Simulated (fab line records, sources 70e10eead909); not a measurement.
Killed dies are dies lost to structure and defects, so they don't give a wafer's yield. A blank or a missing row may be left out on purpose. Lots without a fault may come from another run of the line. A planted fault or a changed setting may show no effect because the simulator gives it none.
fab line records | flow nand_harc
record lots=24 wafers=72 last_day=33
route steps=1302 shown A_STAIRCASE@842 A_SGD_CUT@908 A_SLIT@942 A_WL_FILL@966
lots that met no fault: from a run of the same line without faults
start_h: hours from the record's first day to the start of the lot's first wafer shown | wait_h: hours since the lot's step before | " the same as in the row above | L1.1+2: a row that stands for several wafers | - no value, or no start given | * or withheld: withheld | < > ~ a bound
route shown NAME@n: a module of which the file shows steps, and the number in the route of the first | usual: mean/standard deviation of fault-free wafers | same: alike in all rows | chamber/n: place in a boat | sites: the reading at each site | _std_site: their standard deviation | _edge_site: outer sites' mean less inner sites' | radius_mm: how far each site lies from the wafer's centre | mask NAME#n: copy n | behind: the tool/chamber that last shaped the wafer | hold: why the lot was held/for how many hours/how that ended | device: the transistor (n, p or np) that didn't switch | end of line: the same wafers' tests at the end of the route | a step without rows: its recipe alone | killed: dies lost to structure and defects at the first sort, not the wafer's yield | map: a wafer's dies, x killed, . not, _ none there
set.NAME: the setting as run; set.NAME@STEP: as run at that earlier step | model.NAME: the simulator's own value behind a step, which no gauge read
steps of the route over a sample of lots; a table a step, a row a wafer
services: from which hour (start_h, from the record's first day; less than 0 if before it) a tool's chamber was out of use, for how many hours, and why
## steps
# step NHARC_A_STAIRCASE_ETCHBACK_416
# recipe target_depth_a=360 time_s=7.2 c4f8_flow_sccm=withheld o2_flow_sccm=8 ar_flow_sccm=withheld rf_w=600 bias_w=800 chemistry=C4F8/O2/Ar
# usual oes_product_au=0.931/0.018 rf_vpp_V=724/3.8
# columns lot.wafer tool chamber start_h wait_h oes_product_au rf_hours_counter_h rf_vpp_V
L074.3 rie_diel-13 3 - - 0.940 22 724
L074.1 " 0 " " 0.923 20 728
L074.6 " 0 " " 0.937 - 726
L075.4 rie_diel-13 0 - - 0.912 22 727
L075.1 " 1 " " 0.930 8 727
L075.5 " 0 " " 0.922 - 725
L077.3 rie_diel-02 2 - - 1.017 3 731
L077.4 " 3 " " 0.995 3 724
L077.6 " 0 " " 1.018 - 717
L076.4 rie_diel-09 0 - - 0.919 35 730
L076.1 " 1 " " 0.921 35 725
L076.5 " 3 " " 0.930 - 718
L078.2 rie_diel-09 3 419.74 3.0 0.941 36 719
L078.3 " 1 " " 0.935 35 725
L078.5 " 3 " " 0.925 - 720
L079.3 rie_diel-09 2 - - 0.929 40 727
L079.1 " 3 " " 0.927 40 718
L079.6 " 1 " " 0.930 - 725
L080.1 rie_diel-13 3 - - 0.930 42 723
L080.4 " 0 " " 0.931 39 726
L080.6 " 2 " " 0.942 - 720
L081.2 rie_diel-09 0 - - 0.933 45 730
L081.4 " 2 " " 0.934 48 728
L081.6 " 1 " " 0.935 - 724
L082.3 rie_diel-02 1 - - 0.908 23 728
L082.4 " 3 " " 0.919 30 724
L082.6 " 0 " " 0.923 - 717
L084.4 rie_diel-13 1 - - 0.929 39 725
L084.2 " 0 " " 0.919 54 726
L084.5 " 1 " " 0.927 - 724
L083.3 rie_diel-02 3 - - 0.902 36 724
L083.1 " 1 " " 0.916 27 726
L083.5 " 0 " " 0.926 - 718
L085.3 rie_diel-13 1 506.20 3.0 0.929 42 725
L085.1 " 2 " " 0.942 56 720
L085.2 " 3 " " 0.923 59 723
L086.2 rie_diel-02 3 - - 0.914 37 722
L086.3 " 0 " " 0.928 32 719
L086.6 " 0 " " 0.922 - 717
L089.1 rie_diel-09 0 535.86 2.5 0.913 8 730
L089.4 " 2 " " 0.913 8 727
L089.6 " 1 " " 0.918 - 723
L087.3 rie_diel-02 1 - - 0.918 37 728
L087.4 " 2 " " 0.937 44 732
L087.6 " 1 " " 0.917 - 727
L088.4 rie_diel-09 2 - - 0.933 12 727
L088.1 " 3 " " 0.921 11 718
L088.5 " 1 " " 0.932 - 723
L091.3 rie_diel-13 2 - - 0.923 10 719
L091.2 " 3 " " 0.931 13 723
L091.6 " 3 " " 0.930 - 722
L093.4 rie_diel-13 1 - - 0.929 14 726
L093.3 " 3 " " 0.940 20 723
L093.6 " 1 " " 0.933 - 726
L090.1 rie_diel-13 3 - - 0.925 20 723
L090.5 " 3 " " 0.929 - 723
L090.6 " 0 " " 0.929 - 726
L092.4 rie_diel-09 3 - - 0.917 27 718
L092.6 " 1 " " 0.933 - 723
L092.5 " 2 " " 0.941 - 726
L094.4 rie_diel-13 2 - - 0.927 22 718
L094.2 " 0 " " 0.928 23 723
L094.1 " 1 " " 0.927 19 725
L095.2 rie_diel-13 2 - - 0.930 25 718
L095.3 " 3 " " 0.945 31 721
L095.6 " 2 " " 0.930 - 720
L096.2 rie_diel-09 1 - - 0.931 34 723
L096.4 " 2 " " 0.942 35 726
L096.5 " 0 " " 0.911 - 730
L097.4 rie_diel-13 3 - - 0.925 36 723
L097.2 " 1 " " 0.925 26 724
L097.5 " 0 " " 0.929 - 726
# step NHARC_A_STAIRCASE_ETCH_444
# recipe target_depth_a=2.04e+05 time_s=6800 c4f8_flow_sccm=20 o2_flow_sccm=10 ar_flow_sccm=withheld rf_w=600 bias_w=1000 chemistry=C4F8/O2
# usual oes_product_au=0.933/0.016 rf_vpp_V=808/4.7
# columns lot.wafer tool chamber start_h wait_h oes_product_au rf_hours_counter_h rf_vpp_V
L074.3 rie_diel-02 3 442.01 0.5 0.939 12 808
L074.1 " 1 " " 0.936 9 811
L074.6 " 2 " " 0.946 - 816
L075.1 rie_diel-09 2 451.42 0.1 0.924 42 811
L075.4 " 3 " " 0.939 42 803
L075.5 " 3 453.76 2.4 0.936 - 804
L077.4 rie_diel-02 1 452.19 1.0 0.910 12 811
L077.3 " 2 " " 0.939 15 816
L077.6 " 3 " " 0.917 - 808
L078.2 rie_diel-09 3 455.42 0.1 0.921 46 801
L078.3 " 0 " " 0.932 42 815
L078.5 " 0 457.82 2.4 0.924 - 815
L076.4 rie_diel-02 3 456.11 0.6 0.919 20 806
L076.1 " 0 " " 0.935 18 803
L076.5 " 3 458.02 2.5 0.915 - 806
L079.1 rie_diel-09 3 485.57 1.0 0.914 55 802
L079.3 " 0 " " 0.921 52 812
L079.6 " 2 " " 0.926 - 811
L080.1 rie_diel-13 1 489.84 0.1 0.926 34 808
L080.4 " 3 " " 0.937 54 807
L080.6 " 2 492.19 2.4 0.935 - 802
L081.2 rie_diel-02 0 500.24 0.5 0.943 28 800
L081.4 " 2 " " 0.946 31 815
L081.6 " 0 " " 0.942 - 800
L082.3 rie_diel-02 3 527.70 0.5 0.917 44 807
L082.4 " 0 " " 0.929 39 799
L082.6 " 2 " " 0.934 - 816
L084.2 rie_diel-13 3 536.11 0.1 0.967 4 807
L084.4 " 0 " " 0.980 4 809
L084.5 " 3 538.02 1.9 0.975 - 807
L085.1 rie_diel-09 2 536.62 0.5 0.967 9 810
L085.2 " 3 " " 0.991 10 802
L085.3 " 0 " " 0.955 9 814
L086.2 rie_diel-02 3 537.41 1.0 0.921 49 807
L086.3 " 0 " " 0.913 43 802
L086.6 " 1 " " 0.910 - 811
L083.3 rie_diel-02 2 539.28 2.9 0.937 48 815
L083.1 " 0 " " 0.930 44 800
L083.5 " 0 541.84 5.4 0.926 - 801
L088.4 rie_diel-13 2 570.72 0.1 0.943 14 801
L088.1 " 1 572.14 1.5 0.932 13 809
L088.5 " 2 " " 0.938 - 800
L089.4 rie_diel-09 3 571.19 0.6 0.921 19 802
L089.1 " 1 " " 0.935 20 808
L089.6 " 2 " " 0.928 - 810
L087.3 rie_diel-09 1 573.54 2.9 0.929 22 808
L087.4 " 3 " " 0.920 22 802
L087.6 " 2 575.89 5.2 0.946 - 812
L091.2 rie_diel-13 3 591.83 0.1 0.934 27 805
L091.3 " 1 " " 0.924 20 809
L091.6 " 3 " " 0.921 - 807
L090.1 rie_diel-02 3 613.20 0.6 0.951 9 806
L090.5 " 2 614.59 1.9 0.951 - 814
L090.6 " 3 " " 0.949 - 806
L093.4 rie_diel-02 0 615.52 2.8 0.944 12 798
L093.3 " 2 " " 0.947 14 814
L093.6 " 0 " " 0.947 - 800
L092.4 rie_diel-09 0 627.56 1.0 0.917 36 814
L092.5 " 2 " " 0.916 - 809
L092.6 " 3 " " 0.927 - 801
L094.2 rie_diel-09 2 632.52 0.1 0.930 43 809
L094.4 " 3 " " 0.928 41 801
L094.1 " 1 " " 0.925 40 807
L095.3 rie_diel-09 2 640.73 1.0 0.929 48 811
L095.2 " 3 " " 0.918 46 800
L095.6 " 1 " " 0.924 - 806
L096.4 rie_diel-09 0 654.05 0.6 0.922 47 813
L096.2 " 2 " " 0.921 54 811
L096.5 " 3 " " 0.930 - 802
L097.2 rie_diel-09 2 657.40 3.9 0.925 56 810
L097.4 " 3 " " 0.924 55 800
L097.5 " 1 " " 0.936 - 807
# step NHARC_A_SGD_CUT_ETCH_16
# recipe target_depth_a=3105 time_s=155.2 c4f8_flow_sccm=withheld o2_flow_sccm=8 ar_flow_sccm=withheld rf_w=600 bias_w=800 chemistry=C4F8/O2/Ar
# usual oes_product_au=0.966/0.016 rf_vpp_V=719/4.3
# columns lot.wafer tool chamber start_h wait_h oes_product_au rf_hours_counter_h rf_vpp_V
L074.3 rie_diel-11 3 - - 0.984 1.0 731
L074.1 " 0 " " 0.987 0.8 723
L074.6 " 2 " " 0.978 - 723
L077.3 rie_diel-01 0 - - 0.942 4.1 722
L077.4 " 2 " " 0.968 - 717
L077.6 " 3 " " 0.967 - 715
L075.1 rie_diel-04 0 - - 0.961 5.8 716
L075.4 " 3 " " 0.954 4.7 722
L075.5 " 1 " " 1.000 - 717
L078.2 rie_diel-01 2 - - 0.937 4.9 718
L078.3 " 3 " " 0.942 4.5 718
L078.5 " 2 " " 0.937 - 718
L076.4 rie_diel-04 2 - - 0.948 6.9 718
L076.1 " 3 " " 0.927 5.0 724
L076.5 " 2 " " 0.960 - 717
L079.1 rie_diel-04 0 - - 0.961 7.4 716
L079.3 " 2 " " 0.952 8.2 719
L079.6 " 3 " " 0.950 - 725
L080.1 rie_diel-01 1 - - 0.976 5.0 717
L080.4 " 2 " " 0.987 6.3 717
L080.6 " 1 " " 0.968 - 716
L081.2 rie_diel-01 2 - - 0.963 7.0 717
L081.4 " 3 " " 0.974 - 717
L081.6 " 1 " " 0.968 - 715
L082.3 rie_diel-11 3 - - 0.971 7.4 731
L082.4 " 2 " " 0.986 - 725
L082.6 " 3 " " 0.959 - 731
L084.2 rie_diel-01 0 - - 0.953 7.7 723
L084.4 " 2 " " 0.977 10.3 717
L084.5 " 1 " " 0.974 - 716
L085.3 rie_diel-04 1 - - 0.978 0.7 715
L085.2 " 2 " " 0.981 0.8 716
L085.1 " 3 " " 0.994 0.6 724
L086.2 rie_diel-11 0 - - 0.985 7.1 725
L086.3 " 3 " " 0.956 8.4 731
L086.6 " 0 " " 0.984 - 724
L083.1 rie_diel-04 0 - - 0.972 0.7 715
L083.3 " 3 " " 0.983 0.8 724
L083.5 " 0 " " 0.965 - 715
L089.1 rie_diel-01 1 - - 0.965 0.7 718
L089.4 " 2 " " 0.968 0.5 717
L089.6 " 2 " " 0.966 - 717
L088.1 rie_diel-01 2 - - 0.955 0.9 716
L088.4 " 3 " " 0.959 0.8 718
L088.5 " 0 " " 0.954 - 722
L087.3 rie_diel-04 2 - - 0.983 4.5 717
L087.4 " 1 " " 0.980 3.9 716
L087.6 " 2 " " 0.980 - 717
L091.3 rie_diel-01 2 - - 0.974 1.7 718
L091.2 " 1 " " 0.957 1.8 717
L091.6 " 3 " " 0.978 - 717
L090.1 rie_diel-04 2 - - 0.962 6.7 717
L090.6 " 0 " " 0.951 - 716
L090.5 " 3 " " 0.974 - 724
L093.3 rie_diel-04 2 - - 0.960 7.1 718
L093.4 " 0 " " 0.954 - 716
L093.6 " 2 " " 0.966 - 716
L092.4 rie_diel-01 1 - - 0.978 3.8 717
L092.5 " 1 " " 0.969 - 716
L092.6 " 2 " " 0.981 - 717
L094.1 rie_diel-01 2 - - 0.941 4.2 715
L094.4 " 3 " " 0.945 4.0 718
L094.2 " 0 " " 0.937 3.2 722
L095.3 rie_diel-01 3 - - 0.971 4.4 717
L095.2 " 0 " " 0.983 3.5 721
L095.6 " 3 " " 0.973 - 717
L096.4 rie_diel-04 0 - - 0.952 8.6 715
L096.2 " 1 " " 0.942 5.8 714
L096.5 " 1 " " 0.941 - 715
L097.4 rie_diel-04 2 - - 0.950 11.8 716
L097.2 " 0 " " 0.963 9.3 716
L097.5 " 2 " " 0.957 - 718
# step NHARC_A_SLIT_ETCH_29
# recipe target_depth_a=1000 overetch_a=100 time_s=55 ion_energy_ev=100 cf4_flow_sccm=80 o2_flow_sccm=20 ar_flow_sccm=0 rf_w=300 bias_w=100 chemistry=CF4/O2
# usual cf4_flow_sccm=79.97/0.23 drypump_motor_current_A=5.7/0.56 oes_o_777_au=1.000/0.0044 oes_product_au=1.000/0.0084 rf_vpp_V=197.7/1.5 showerhead_plenum_p_Torr=1.33/0.058 throttle_valve_pct=13.396/0.0094
# columns lot.wafer tool chamber start_h wait_h cf4_flow_sccm drypump_motor_current_A oes_o_777_au oes_product_au rf_hours_counter_h rf_vpp_V showerhead_plenum_p_Torr throttle_valve_pct
L074.1 rie_diel-05 2 467.54 0.1 80.36 6.1 0.994 0.980 2 199.6 1.41 13.390
L074.3 " 1 " " 79.79 6.3 0.998 1.011 2 197.4 1.33 13.400
L074.6 " 3 " " 80.18 6.1 0.998 0.992 - 198.4 1.27 13.393
L077.3 rie_diel-03 0 481.12 0.1 80.55 5.1 1.008 0.994 2 196.9 1.28 13.396
L077.4 " 2 " " 79.73 5.7 1.003 0.999 2 195.5 1.25 13.398
L077.6 " 0 " " 80.36 5.2 0.998 0.993 - 197.0 1.28 13.388
L076.4 rie_diel-03 3 484.92 0.1 79.68 6.6 0.999 1.001 2 197.5 1.32 13.390
L076.1 " 0 " " 79.91 5.2 1.002 0.995 3 195.5 1.28 13.408
L076.5 " 0 " " 80.06 5.2 0.999 1.003 - 196.2 1.28 13.391
L075.1 rie_diel-07 0 485.16 0.1 80.41 5.8 1.005 1.000 0 198.4 1.39 13.391
L075.4 " 1 " " 80.08 6.2 1.005 1.015 0 199.7 1.41 13.381
L075.5 " 0 " " 79.96 5.8 0.996 1.008 - 196.7 1.39 13.406
L078.3 rie_diel-03 3 488.78 0.1 80.14 6.6 0.994 1.005 2 197.8 1.32 13.397
L078.2 " 1 " " 79.97 4.8 1.009 1.008 2 196.7 1.28 13.391
L078.5 " 0 " " 79.37 5.2 0.997 0.991 - 197.6 1.28 13.386
L079.1 rie_diel-03 2 513.41 0.1 80.02 5.7 0.999 0.999 3 195.8 1.25 13.391
L079.3 " 3 " " 80.16 6.6 1.002 0.987 3 197.3 1.32 13.403
L079.6 " 2 " " 79.70 5.7 0.997 1.009 - 195.8 1.25 13.394
L080.4 rie_diel-07 2 517.09 0.1 80.16 5.8 1.005 0.992 2 200.1 1.37 13.385
L080.1 " 3 " " 79.87 5.2 0.997 0.991 2 199.9 1.42 13.389
L080.6 " 1 " " 79.34 6.2 1.002 1.005 - 200.3 1.41 13.397
L081.2 rie_diel-03 3 527.40 0.1 79.80 6.6 1.002 1.001 3 198.0 1.32 13.390
L081.4 " 2 " " 80.00 5.7 0.992 1.007 - 196.4 1.25 13.370
L081.6 " 3 " " 79.97 6.6 1.006 1.010 - 198.8 1.32 13.396
L082.4 rie_diel-07 3 552.70 0.1 80.09 5.2 1.003 1.006 5 199.6 1.42 13.395
L082.3 " 1 " " 79.86 6.2 1.002 1.012 3 199.0 1.41 13.404
L082.6 " 3 " " 79.96 5.2 0.998 0.997 - 200.0 1.42 13.412
L085.3 rie_diel-03 3 562.54 0.1 80.00 6.6 1.009 1.010 4 196.8 1.32 13.394
L085.2 " 1 " " 80.05 4.8 1.003 0.993 4 197.3 1.28 13.404
L085.1 " 2 " " 80.19 5.7 0.996 0.998 4 196.1 1.25 13.406
L086.2 rie_diel-07 2 563.65 0.1 79.92 5.8 1.000 0.996 6 198.5 1.37 13.405
L086.3 " 3 " " 79.81 5.2 1.003 0.999 - 200.1 1.42 13.395
L086.6 " 2 " " 79.52 5.9 1.004 0.997 - 199.7 1.37 13.411
L084.4 rie_diel-03 0 566.52 0.1 80.07 5.1 1.001 0.991 4 197.5 1.28 13.377
L084.2 " 1 " " 79.91 4.8 1.002 0.998 4 196.8 1.28 13.399
L084.5 " 3 " " 79.94 6.6 1.001 0.986 - 197.7 1.32 13.375
L083.1 rie_diel-07 3 573.15 0.1 80.02 5.2 1.002 1.014 8 199.1 1.42 13.392
L083.3 " 0 " " 80.09 5.8 0.992 1.006 6 198.8 1.39 13.392
L083.5 " 3 " " 80.06 5.2 0.998 1.014 - 200.3 1.42 13.399
L089.4 rie_diel-05 1 598.76 0.1 80.08 6.2 0.995 1.007 1 198.0 1.32 13.413
L089.1 " 2 " " 79.36 6.1 0.992 0.999 0 199.7 1.41 13.403
L089.6 " 3 " " 79.98 6.1 1.003 0.988 - 196.7 1.27 13.398
L087.4 rie_diel-05 1 602.58 0.1 80.01 6.3 1.001 1.004 1 197.1 1.33 13.404
L087.3 " 3 " " 80.06 6.1 0.996 0.990 1 195.3 1.27 13.386
L087.6 " 1 " " 80.34 6.3 1.001 0.997 - 197.2 1.32 13.391
L088.4 rie_diel-03 2 602.90 0.1 79.44 5.7 1.005 1.011 5 196.6 1.25 13.387
L088.1 " 0 " " 80.26 5.2 1.000 1.000 6 196.5 1.27 13.396
L088.5 " 3 " " 80.06 6.6 1.001 0.996 - 198.7 1.32 13.401
L091.2 rie_diel-07 3 620.77 0.1 80.02 5.2 1.004 1.010 10 201.1 1.42 13.404
L091.3 " 1 " " 79.71 6.2 1.002 1.014 7 198.4 1.41 13.406
L091.6 " 0 " " 79.70 5.8 0.990 0.999 - 198.9 1.39 13.414
L093.3 rie_diel-07 3 642.09 0.1 80.13 5.2 1.002 0.995 12 199.9 1.42 13.382
L093.4 " 1 " " 79.93 6.2 1.004 1.008 10 198.9 1.41 13.394
L093.6 " 0 " " 80.07 5.8 0.991 0.988 - 198.8 1.39 13.397
L090.1 rie_diel-07 3 642.15 0.1 80.05 5.2 1.006 0.995 12 199.3 1.42 13.402
L090.6 " 0 " " 79.71 5.8 0.994 0.991 - 199.4 1.39 13.388
L090.5 " 1 " " 80.13 6.2 0.997 1.011 - 199.4 1.40 13.387
L092.4 rie_diel-03 0 652.45 0.1 80.33 5.2 0.995 1.005 1 197.2 1.27 13.399
L092.5 " 3 " " 79.96 6.6 1.002 1.003 - 196.5 1.31 13.404
L092.6 " 0 " " 80.04 5.2 1.000 1.004 - 195.4 1.27 13.407
L094.1 rie_diel-03 2 657.86 0.1 79.87 5.7 0.995 1.019 1 195.9 1.25 13.400
L094.2 " 3 " " 79.84 6.6 1.001 1.000 1 196.7 1.32 13.391
L094.4 " 0 " " 79.94 5.2 1.001 1.003 1 195.8 1.27 13.394
L095.2 rie_diel-03 0 667.02 0.1 80.05 5.2 0.998 1.003 1 195.1 1.27 13.411
L095.3 " 1 " " 80.15 4.8 1.005 0.997 1 195.7 1.28 13.395
L095.6 " 3 " " 80.25 6.6 1.000 1.004 - 197.5 1.32 13.416
L096.2 rie_diel-05 2 686.94 0.1 80.05 6.1 1.005 1.006 6 198.9 1.41 13.403
L096.4 " 0 " " 79.99 5.5 0.998 0.998 6 197.1 1.30 13.400
L096.5 " 1 " " 80.04 6.2 1.007 1.011 - 195.9 1.32 13.379
L097.4 rie_diel-03 3 687.17 0.1 79.91 6.6 1.002 0.990 2 197.5 1.31 13.391
L097.2 " 1 " " 80.39 4.8 1.000 0.997 2 196.4 1.28 13.394
L097.5 " 2 " " 80.08 5.7 1.003 1.016 - 196.3 1.25 13.419
# step NHARC_A_WL_FILL_ETCHBACK_16
# recipe target_depth_a=1200 time_s=24 c4f8_flow_sccm=withheld o2_flow_sccm=8 ar_flow_sccm=withheld rf_w=600 bias_w=800 chemistry=C4F8/O2/Ar
# usual oes_product_au=0.983/0.029 rf_vpp_V=725/4.1
# columns lot.wafer tool chamber start_h wait_h oes_product_au rf_hours_counter_h rf_vpp_V
L074.1 rie_diel-10 0 - - 0.988 3.0 728
L074.3 " 2 " " 1.014 2.9 724
L074.6 " 0 " " 0.994 - 728
L077.3 rie_diel-06 2 - - 1.000 0.2 725
L077.4 " 1 " " 1.008 0.2 725
L077.6 " 2 " " 1.005 - 725
L075.1 rie_diel-08 0 - - 1.000 4.5 728
L075.4 " 2 " " 0.986 4.7 716
L075.5 " 0 " " 0.997 - 731
L076.4 rie_diel-06 0 - - 0.995 0.2 717
L076.1 " 2 " " 1.005 0.3 725
L076.5 " 0 " " 0.987 - 720
L078.2 rie_diel-06 2 - - 1.004 0.5 726
L078.3 " 3 " " 0.995 0.4 728
L078.5 " 2 " " 0.996 - 724
L079.1 rie_diel-10 3 - - 0.922 6.6 724
L079.3 " 2 " " 0.934 6.0 722
L079.6 " 0 " " 0.925 - 730
L080.4 rie_diel-06 2 - - 1.013 0.9 724
L080.1 " 0 " " 1.010 0.8 718
L080.6 " 3 " " 1.000 - 729
L081.2 rie_diel-10 3 - - 0.992 6.9 725
L081.4 " 2 " " 1.013 6.3 721
L081.6 " 3 " " 0.996 - 725
L082.4 rie_diel-08 2 - - 1.000 0.7 716
L082.3 " 3 " " 1.000 0.6 724
L082.6 " 3 " " 0.998 - 724
L086.3 rie_diel-08 2 - - 0.955 0.8 715
L086.2 " 1 " " 0.939 0.8 730
L086.6 " 2 " " 0.944 - 716
L085.3 rie_diel-06 2 - - 1.001 1.8 725
L085.1 " 0 " " 0.994 1.8 718
L085.2 " 1 " " 0.998 1.8 724
L084.2 rie_diel-10 0 - - 1.005 9.4 729
L084.4 " 1 " " 0.992 8.5 727
L084.5 " 3 " " 0.981 - 725
L083.3 rie_diel-10 3 - - 0.997 11.0 724
L083.1 " 0 " " 0.990 10.6 730
L083.5 " 0 " " 0.985 - 730
L088.1 rie_diel-10 2 - - 1.010 0.1 723
L088.4 " 3 " " 1.002 0.1 726
L088.5 " 2 " " 1.004 - 723
L087.3 rie_diel-08 0 - - 1.007 1.8 730
L087.4 " 1 " " 1.000 2.0 730
L087.6 " 0 " " 1.002 - 731
L089.1 rie_diel-06 1 - - 0.925 3.0 724
L089.4 " 2 " " 0.929 3.1 726
L089.6 " 0 " " 0.913 - 719
L091.2 rie_diel-10 3 - - 1.011 1.6 724
L091.3 " 2 " " 1.009 1.4 721
L091.6 " 0 " " 0.996 - 729
L090.1 rie_diel-06 2 - - 0.937 4.7 725
L090.5 " 3 " " 0.933 - 729
L090.6 " 0 " " 0.929 - 717
L093.4 rie_diel-10 1 - - 0.963 2.2 729
L093.3 " 2 " " 0.976 2.1 723
L093.6 " 3 " " 0.973 - 725
L092.4 rie_diel-10 3 - - 1.013 3.6 724
L092.6 " 2 " " 1.003 - 721
L092.5 " 3 " " 1.021 - 725
L094.1 rie_diel-08 2 - - 0.991 4.1 715
L094.2 " 3 " " 0.991 3.9 725
L094.4 " 0 " " 1.006 3.8 730
L095.2 rie_diel-06 1 - - 0.977 0.3 725
L095.3 " 3 " " 1.006 0.3 729
L095.6 " 1 " " 0.986 - 725
L096.2 rie_diel-08 2 - - 0.915 4.3 716
L096.4 " 0 " " 0.930 4.1 729
L096.5 " 2 " " 0.911 - 717
L097.4 rie_diel-10 3 - - 1.006 5.4 723
L097.2 " 2 " " 1.003 5.3 723
L097.5 " 0 " " 0.991 - 729
# step NHARC_A_WL_FILL_ETCHBACK_26
# recipe target_depth_a=520 time_s=13.3 hbr_flow_sccm=150 rf_w=350 icp_w=350 bias_w=60 chemistry=HBr
# usual drypump_motor_current_A=5.6/0.31 oes_product_au=0.999/0.0092 throttle_valve_pct=23.266/0.0093
# columns lot.wafer tool chamber start_h wait_h drypump_motor_current_A oes_product_au rf_hours_counter_h throttle_valve_pct
L074.3 rie_si-05 0 491.72 0.4 5.4 1.004 0 23.247
L074.1 " 1 " " 4.9 1.001 0 23.266
L074.6 " 3 " " 6.2 0.994 - 23.274
L077.4 rie_si-05 2 505.64 0.4 5.8 0.985 0.1 23.268
L077.3 " 0 " " 5.4 1.010 0.1 23.271
L077.6 " 3 " " 6.2 1.013 - 23.278
L075.4 rie_si-06 2 509.15 0.4 5.4 0.983 0.6 23.266
L075.1 " 1 " " 5.9 0.988 0.5 23.257
L075.5 " 2 " " 5.4 0.982 - 23.270
L076.4 rie_si-04 2 509.16 0.4 5.4 0.982 0.9 23.267
L076.1 " 0 " " 5.9 0.999 1.1 23.259
L076.5 " 2 " " 5.4 0.988 - 23.262
L078.3 rie_si-04 0 518.52 0.4 5.9 1.013 1.2 23.251
L078.2 " 2 " " 5.5 0.985 1.0 23.253
L078.5 " 2 " " 5.5 0.992 - 23.262
L079.1 rie_si-04 2 539.85 0.4 5.5 0.996 0.1 23.271
L079.3 " 3 " " 5.5 1.004 0.1 23.260
L079.6 " 1 " " 5.6 0.995 - 23.275
L080.1 rie_si-06 2 546.10 0.4 5.4 0.993 0.9 23.260
L080.4 " 3 " " 5.8 0.994 0.8 23.282
L080.6 " 2 " " 5.4 1.000 - 23.295
L081.2 rie_si-06 0 552.58 0.4 5.3 0.991 0.6 23.276
L081.4 " 1 " " 6.0 1.006 0.7 23.271
L081.6 " 0 " " 5.4 1.005 - 23.258
L082.3 rie_si-05 3 576.42 0.4 6.2 1.012 0.4 23.271
L082.4 " 1 " " 5.0 1.005 0.5 23.260
L082.6 " 3 " " 6.2 1.000 - 23.265
L085.2 rie_si-05 1 586.50 0.4 5.0 0.998 0.5 23.258
L085.1 " 3 " " 6.2 1.004 0.5 23.256
L085.3 " 0 " " 5.4 1.028 0.5 23.273
L086.3 rie_si-04 1 586.50 0.4 5.6 1.011 0.3 23.269
L086.2 " 0 " " 5.9 1.000 0.5 23.267
L086.6 " 2 " " 5.4 1.000 - 23.267
L084.4 rie_si-06 0 590.98 0.4 5.3 0.986 0.9 23.262
L084.2 " 3 " " 5.8 0.998 1.1 23.277
L084.5 " 1 " " 5.9 0.999 - 23.258
L083.3 rie_si-06 1 597.89 0.4 6.0 0.991 1.1 23.262
L083.1 " 2 " " 5.4 0.995 1.2 23.264
L083.5 " 2 " " 5.4 1.002 - 23.275
L087.3 rie_si-06 3 625.43 0.4 5.8 1.001 0.1 23.259
L087.4 " 2 " " 5.4 0.997 0.1 23.267
L087.6 " 0 " " 5.4 1.007 - 23.269
L089.4 rie_si-05 0 625.43 0.4 5.4 1.012 0.8 23.264
L089.1 " 1 " " 5.0 1.001 0.8 23.251
L089.6 " 0 " " 5.4 1.006 - 23.264
L088.1 rie_si-04 1 625.46 0.4 5.6 0.992 0.6 23.265
L088.4 " 2 " " 5.5 0.999 0.6 23.286
L088.5 " 3 " " 5.5 0.998 - 23.259
L091.2 rie_si-05 3 645.16 0.4 6.2 1.002 0.9 23.263
L091.3 " 2 " " 5.8 0.990 0.9 23.269
L091.6 " 3 " " 6.2 0.999 - 23.267
L090.1 rie_si-04 1 666.35 0.4 5.6 0.997 0.8 23.272
L090.6 " 1 " " 5.6 1.007 - 23.251
L090.5 " 2 " " 5.5 1.007 - 23.267
L093.3 rie_si-06 1 666.37 0.4 5.9 1.000 0.3 23.265
L093.4 " 3 " " 5.8 1.006 0.4 23.266
L093.6 " 1 " " 5.9 0.998 - 23.277
L092.4 rie_si-06 3 681.84 0.4 5.8 1.007 0.5 23.256
L092.6 " 1 " " 6.0 0.992 - 23.290
L092.5 " 2 " " 5.4 0.996 - 23.277
L094.2 rie_si-05 1 690.35 0.4 5.0 0.990 0.1 23.260
L094.4 " 2 " " 5.8 0.999 0.1 23.277
L094.1 " 3 " " 6.2 1.010 0.1 23.262
L095.2 rie_si-06 0 694.67 0.4 5.4 1.000 0.4 23.257
L095.3 " 1 " " 6.0 0.987 0.5 23.254
L095.6 " 0 " " 5.4 0.996 - 23.254
L096.4 rie_si-04 1 712.48 0.4 5.7 0.998 0 23.262
L096.2 " 2 " " 5.4 0.978 0 23.266
L096.5 " 3 " " 5.5 0.994 - 23.261
L097.4 rie_si-04 0 714.80 0.4 5.9 0.989 0.1 23.274
L097.2 " 3 " " 5.5 0.984 0.1 23.260
L097.5 " 1 " " 5.7 1.012 - 23.262
## services
# columns tool chamber start_h hours kind
rie_diel-13 0 382.44 5.4 repair
rie_diel-02 - 394.00 9.0 pm
rie_diel-03 - 400.80 0.2 repair
rie_diel-02 3 410.58 1.3 repair
rie_diel-02 2 417.28 3.9 repair
rie_diel-09 0 419.70 5.8 repair
rie_diel-09 1 440.37 1.2 repair
rie_diel-13 - 444.72 1.3 repair
rie_diel-03 - 458.30 9.0 pm
rie_diel-03 3 468.82 3.8 repair
rie_diel-03 - 481.59 1.0 repair
rie_diel-09 - 497.45 9.0 pm
rie_diel-03 0 506.16 22.1 repair
rie_diel-13 - 519.58 9.0 pm
rie_diel-02 3 538.62 6.4 repair
rie_diel-13 - 556.80 1.1 repair
rie_diel-02 - 571.06 9.0 pm
rie_diel-13 0 653.55 4.0 repair
rie_diel-02 - 663.47 0.3 repair
rie_diel-09 3 667.84 3.0 repair
rie_diel-09 - 672.22 0.8 repair
rie_diel-09 - 674.73 9.0 pm
rie_diel-13 2 687.26 5.3 repair
rie_diel-13 - 696.58 9.0 pm
## key
fault none
